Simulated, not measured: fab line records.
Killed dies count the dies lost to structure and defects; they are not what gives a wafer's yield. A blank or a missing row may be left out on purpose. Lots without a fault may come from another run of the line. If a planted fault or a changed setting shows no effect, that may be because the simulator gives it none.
fab line records	flow n5Finfet	part 2 of 2: steps 5 to 6 of 6
[record] lots = 22	wafers = 66	lastDay = 18
route steps=1938 shown BEOL_M11@1571 BEOL_M12@1615
lots that met no fault: taken from a fault-free run of the same line
startH: hours from the record's first day to the start of the lot's first wafer shown	waitH: how many hours have passed since the lot's step before this one	" unchanged from the row above	L1.1+2: a single row standing in for several wafers	- no value, or no start given	* or withheld: withheld	< > ~ a bound
route shown NAME@n: NAME is a module with steps in the file, n the number in the route of the first one	usual: mean/standard deviation taken from wafers without a fault	same: alike in all rows	chamber/n: place in a boat	sites: the reading at each site	_std_site: how widely they spread, as a standard deviation	_edge_site: inner sites' mean taken away from outer sites' mean	radiusMm: how far each site lies from the wafer's centre	mask NAME#n: copy n	behind: the last tool/chamber to shape the wafer	hold: reason for holding the lot/hours on hold/outcome of the hold	device: names the non-switching transistor (n, p or np)	end of line: at the end of the route, the tests of the same wafers	a step without rows: its recipe alone	killed: dies that structure and defects cost at the first sort, which is not the same as the wafer's yield	map: a wafer's dies, x killed, . not, _ none there
set.NAME: the run value of the setting; set.NAME@STEP: its run value at that earlier step	model.NAME: the simulator's own value behind a step, which no gauge read
steps of the route over a sample of lots; a table a step, a row a wafer
services: the hour from which a tool's chamber was out of use, counted from the record's first day as startH (under 0 if before that day), plus the number of hours and why
[[steps]]
[step N5_BEOL_M12_DESCUM_15]
[recipe] chemistry = O2	timeS = 7.9	sourcePowerW = 50	biasPowerW = 20	pressureMtorr = 20	rfFrequencyHz = 2.712e+07	tempC = 40	o2FlowSccm = 225
[usual] drypumpMotorCurrentA = 5.8/0.58	oesProductAu = 0.79/0.087	rfVppV = 242.9/1.4	showerheadPlenumPTorr = 2.08/0.077	throttleValvePct = 20.36/0.27
lot.wafer	tool	chamber	startH	waitH	drypumpMotorCurrentA	oesProductAu	rfHoursCounterH	rfVppV	showerheadPlenumPTorr	throttleValvePct
L074.2	rieDiel-06	1	248.05	0.0	5.8	0.93	13	243.3	2.15	20.16
L074.5	"	1	"	"	5.8	0.94	-	244.8	2.15	20.18
L074.6	"	3	"	"	4.8	0.74	-	240.4	2.00	20.32
L076.3	rieDiel-05	1	258.58	0.0	6.0	0.81	98	242.7	2.04	20.63
L076.5	"	0	"	"	5.2	0.66	-	242.3	2.16	20.59
L076.6	"	3	"	"	6.7	0.70	-	242.2	1.96	20.62
L075.1	rieDiel-06	0	260.24	0.2	6.4	0.71	188	241.7	2.00	20.72
L075.2	"	2	"	"	5.3	0.80	92	241.9	2.01	20.10
L075.6	"	2	"	"	5.3	0.80	-	243.5	2.01	20.08
L080.3	rieDiel-01	0	263.36	0.0	6.2	0.91	36	246.0	2.22	19.95
L080.4	"	3	"	"	5.9	0.94	14	244.5	2.13	20.01
L080.5	"	3	"	"	5.9	0.94	-	243.3	2.13	20.02
L078.1	rieDiel-06	2	264.85	0.0	5.3	0.81	93	242.1	2.01	20.08
L078.2	"	0	"	"	6.5	0.71	189	241.7	2.00	20.73
L078.6	"	3	"	"	4.8	0.74	-	241.9	1.99	20.34
L079.1	rieDiel-06	0	265.32	0.0	6.4	0.71	189	241.1	2.00	20.72
L079.4	"	2	"	"	5.3	0.80	93	242.6	2.01	20.09
L079.5	"	3	"	"	4.8	0.73	-	241.3	1.99	20.34
L081.1	rieDiel-06	2	291.91	0.0	5.3	0.80	105	243.0	2.01	20.13
L081.2	"	1	"	"	5.8	0.89	30	244.0	2.14	20.22
L081.5	"	1	"	"	5.8	0.89	-	244.2	2.14	20.20
L084.1	rieDiel-06	0	296.84	0.1	6.4	0.70	201	243.0	2.00	20.75
L084.3	"	2	"	"	5.2	0.79	106	241.9	2.01	20.10
L084.5	"	3	"	"	4.8	0.72	-	241.9	1.99	20.33
L082.2	rieDiel-06	2	300.80	0.1	5.3	0.80	107	240.9	2.01	20.12
L082.5	"	1	"	"	5.8	0.89	-	243.1	2.14	20.21
L082.6	"	0	"	"	6.4	0.70	-	242.9	2.00	20.75
L083.2	rieDiel-01	1	302.20	0.0	5.3	0.69	218	244.3	2.06	20.70
L083.4	"	2	"	"	6.7	0.73	216	242.3	2.09	20.55
L083.6	"	0	"	"	6.2	0.88	-	245.2	2.21	19.99
L086.3	rieDiel-01	2	329.27	0.1	6.7	0.71	226	242.3	2.09	20.54
L086.5	"	0	"	"	6.2	0.87	-	244.9	2.21	20.00
L086.6	"	3	"	"	5.9	0.90	-	242.9	2.12	20.05
L087.2	rieDiel-01	3	334.16	0.1	5.9	0.89	41	243.0	2.12	20.06
L087.4	"	2	"	"	6.7	0.72	-	243.3	2.09	20.55
L087.5	"	0	"	"	6.2	0.86	-	245.1	2.21	20.01
L088.2	rieDiel-05	2	334.32	0.2	5.6	0.75	176	243.0	2.09	20.52
L088.3	"	0	"	"	5.2	0.93	17	244.4	2.15	20.22
L088.6	"	1	"	"	6.0	0.77	-	242.7	2.03	20.68
L085.3	rieDiel-06	1	335.34	0.3	5.8	0.87	46	244.2	2.14	20.25
L085.4	"	2	"	"	5.3	0.77	-	242.3	2.00	20.15
L085.5	"	1	"	"	5.8	0.87	-	243.0	2.14	20.23
L090.1	rieDiel-01	3	336.91	0.2	5.9	0.88	42	244.0	2.12	20.07
L090.2	"	0	"	"	6.2	0.87	63	245.5	2.21	20.01
L090.3	"	2	"	"	6.7	0.72	229	242.5	2.09	20.56
L089.1	rieDiel-06	1	344.52	0.0	5.8	0.87	49	242.9	2.14	20.24
L089.3	"	0	"	"	6.4	0.69	218	241.8	1.99	20.76
L089.4	"	3	"	"	4.8	0.72	195	242.1	1.98	20.37
L092.2	rieDiel-01	0	344.69	0.0	6.2	0.86	65	245.8	2.21	20.00
L092.4	"	3	"	"	5.9	0.88	44	243.4	2.11	20.06
L092.5	"	0	"	"	6.2	0.85	-	245.4	2.21	20.02
L091.2	rieDiel-01	2	355.42	0.2	6.7	0.70	236	242.7	2.08	20.57
L091.4	"	3	"	"	5.9	0.87	49	243.7	2.11	20.07
L091.6	"	2	"	"	6.7	0.71	-	242.4	2.08	20.56
L094.3	rieDiel-05	0	367.88	0.0	5.2	0.89	31	243.9	2.14	20.23
L094.4	"	3	"	"	6.7	0.96	-	242.7	2.22	20.15
L094.6	"	0	"	"	5.2	0.89	-	243.6	2.14	20.23
L095.4	rieDiel-06	0	368.13	0.1	6.5	0.68	226	241.3	1.99	20.78
L095.5	"	3	"	"	4.8	0.70	-	241.8	1.98	20.37
L095.6	"	2	"	"	5.3	0.76	-	241.6	2.00	20.14
L096.2	rieDiel-05	2	385.30	0.0	5.6	0.73	195	243.5	2.09	20.54
L096.3	"	1	"	"	5.9	0.76	136	241.7	2.02	20.70
L096.5	"	0	"	"	5.3	0.88	-	242.8	2.14	20.24
L097.1	rieDiel-01	0	402.28	0.0	6.2	0.83	85	244.9	2.20	20.02
L097.4	"	3	"	"	5.9	0.85	-	241.9	2.11	20.10
L097.5	"	1	"	"	5.2	0.67	-	244.1	2.05	20.74
[step N5_BEOL_M12_ETCH_59]
[recipe] chemistry = N2/H2	target = BARC	targetDepthA = 890	overetchA = 267	timeS = 67.9	ionEnergyEv = 200	pressureMtorr = 30	sourceW = 840	biasW = 150	n2FlowSccm = 200	h2FlowSccm = 200
[usual] drypumpMotorCurrentA = 5.8/0.58	oesProductAu = 0.67/0.067	rfVppV = 523.4/2.7	showerheadPlenumPTorr = 2.53/0.093	throttleValvePct = 17.86/0.22
lot.wafer	tool	chamber	startH	waitH	drypumpMotorCurrentA	oesProductAu	rfHoursCounterH	rfVppV	showerheadPlenumPTorr	throttleValvePct
L074.2	rieDiel-06	1	248.08	0.0	5.8	0.79	13	525.0	2.61	17.64
L074.5	"	1	"	"	5.8	0.79	-	526.1	2.61	17.64
L074.6	"	3	"	"	4.8	0.64	-	520.1	2.45	17.94
L076.3	rieDiel-05	1	258.62	0.0	5.9	0.68	98	521.4	2.47	18.09
L076.5	"	0	"	"	5.3	0.56	-	524.6	2.62	18.11
L076.6	"	3	"	"	6.7	0.60	-	518.3	2.40	18.15
L075.1	rieDiel-06	0	260.27	0.0	6.5	0.62	188	521.1	2.43	18.06
L075.2	"	2	"	"	5.3	0.69	92	520.7	2.46	17.68
L075.6	"	2	"	"	5.3	0.69	-	521.7	2.46	17.65
L080.3	rieDiel-01	0	263.39	0.0	6.2	0.77	36	529.3	2.71	17.66
L080.4	"	3	"	"	5.9	0.79	14	525.5	2.59	17.46
L080.5	"	3	"	"	5.9	0.79	-	524.5	2.59	17.45
L078.1	rieDiel-06	2	264.89	0.0	5.3	0.69	93	521.2	2.46	17.66
L078.2	"	0	"	"	6.4	0.62	189	522.0	2.43	18.08
L078.6	"	3	"	"	4.8	0.64	-	519.9	2.44	17.99
L079.1	rieDiel-06	0	265.36	0.0	6.4	0.61	189	520.3	2.43	18.07
L079.4	"	2	"	"	5.3	0.69	93	521.4	2.46	17.67
L079.5	"	3	"	"	4.8	0.64	-	520.4	2.44	17.96
L081.1	rieDiel-06	2	291.94	0.0	5.3	0.67	105	522.2	2.46	17.68
L081.2	"	1	"	"	5.8	0.76	30	525.0	2.61	17.68
L081.5	"	1	"	"	5.8	0.75	-	524.8	2.60	17.69
L084.1	rieDiel-06	0	296.88	0.0	6.4	0.60	201	519.5	2.42	18.09
L084.3	"	2	"	"	5.3	0.67	106	522.2	2.46	17.68
L084.5	"	3	"	"	4.8	0.62	-	520.6	2.44	17.97
L082.2	rieDiel-06	2	300.84	0.0	5.3	0.68	107	520.9	2.46	17.71
L082.5	"	1	"	"	5.8	0.76	-	525.5	2.60	17.69
L082.6	"	0	"	"	6.4	0.60	-	520.5	2.42	18.12
L083.2	rieDiel-01	1	302.23	0.0	5.3	0.60	218	523.4	2.51	18.16
L083.4	"	2	"	"	6.7	0.62	216	523.6	2.52	17.90
L083.6	"	0	"	"	6.2	0.75	-	527.9	2.70	17.66
L086.3	rieDiel-01	2	329.31	0.0	6.7	0.61	226	523.0	2.52	17.94
L086.5	"	0	"	"	6.2	0.73	-	527.1	2.70	17.67
L086.6	"	3	"	"	5.9	0.75	-	524.8	2.58	17.52
L087.2	rieDiel-01	3	334.20	0.0	5.9	0.74	41	525.1	2.58	17.54
L087.4	"	2	"	"	6.7	0.61	-	522.1	2.52	17.95
L087.5	"	0	"	"	6.2	0.73	-	528.4	2.70	17.69
L088.2	rieDiel-05	2	334.36	0.0	5.6	0.63	176	523.8	2.52	17.82
L088.3	"	0	"	"	5.3	0.77	17	524.9	2.61	17.67
L088.6	"	1	"	"	6.0	0.66	-	521.4	2.46	18.15
L085.3	rieDiel-06	1	335.38	0.0	5.8	0.73	46	523.9	2.60	17.72
L085.4	"	2	"	"	5.3	0.66	-	521.0	2.45	17.71
L085.5	"	1	"	"	5.8	0.73	-	525.2	2.60	17.73
L090.1	rieDiel-01	3	336.95	0.0	5.9	0.74	42	525.3	2.58	17.54
L090.2	"	0	"	"	6.2	0.74	63	527.8	2.70	17.70
L090.3	"	2	"	"	6.7	0.61	229	522.5	2.52	17.94
L089.1	rieDiel-06	1	344.56	0.0	5.8	0.73	49	524.0	2.60	17.73
L089.3	"	0	"	"	6.4	0.59	218	519.9	2.42	18.11
L089.4	"	3	"	"	4.8	0.62	195	520.6	2.43	17.99
L092.2	rieDiel-01	0	344.72	0.0	6.2	0.73	65	528.9	2.70	17.69
L092.4	"	3	"	"	5.9	0.74	44	524.5	2.58	17.54
L092.5	"	0	"	"	6.2	0.73	-	527.1	2.70	17.67
L091.2	rieDiel-01	2	355.45	0.0	6.7	0.61	236	524.0	2.52	17.96
L091.4	"	3	"	"	6.0	0.74	49	525.6	2.58	17.53
L091.6	"	2	"	"	6.7	0.61	-	524.0	2.51	17.95
L094.3	rieDiel-05	0	367.91	0.0	5.3	0.75	31	525.0	2.60	17.67
L094.4	"	3	"	"	6.8	0.80	-	528.5	2.71	17.67
L094.6	"	0	"	"	5.3	0.74	-	524.6	2.60	17.69
L095.4	rieDiel-06	0	368.17	0.0	6.4	0.59	226	519.4	2.41	18.13
L095.5	"	3	"	"	4.8	0.61	-	520.1	2.43	18.03
L095.6	"	2	"	"	5.3	0.65	-	520.2	2.45	17.73
L096.2	rieDiel-05	2	385.34	0.0	5.6	0.62	195	523.9	2.51	17.85
L096.3	"	1	"	"	6.0	0.66	136	520.6	2.46	18.18
L096.5	"	0	"	"	5.3	0.74	-	524.7	2.60	17.70
L097.1	rieDiel-01	0	402.31	0.0	6.2	0.71	85	526.9	2.69	17.72
L097.4	"	3	"	"	5.9	0.71	-	524.4	2.57	17.56
L097.5	"	1	"	"	5.3	0.59	-	522.3	2.50	18.22
[[services]]
tool	chamber	startH	hours	kind
rieDiel-06	0	227.20	14.4	repair
rieDiel-05	-	236.83	0.2	repair
rieDiel-06	2	241.76	6.5	repair
cmp-02	-	245.11	0.5	repair
rieDiel-01	1	255.42	3.4	repair
cmp-02	-	258.02	6.3	pm
cmp-01	-	263.32	4.0	pm
rieDiel-01	2	270.68	4.7	repair
cmp-01	-	271.26	0.5	repair
rieDiel-03	-	271.55	14.6	pm
cmp-02	-	272.79	0.7	repair
cmp-01	-	273.23	6.1	pm
rieDiel-05	-	273.86	14.6	pm
cmp-02	-	314.61	3.1	repair
rieDiel-05	3	314.94	11.0	repair
rieDiel-03	0	318.78	21.1	repair
rieDiel-04	0	319.25	5.6	repair
cmp-02	-	326.60	5.2	pm
rieDiel-06	3	333.55	2.8	repair
rieDiel-06	-	334.62	0.7	repair
cmp-01	-	338.09	1.4	repair
rieDiel-05	1	355.36	13.1	repair
cmp-02	-	357.46	8.7	repair
cmp-02	-	370.05	4.0	pm
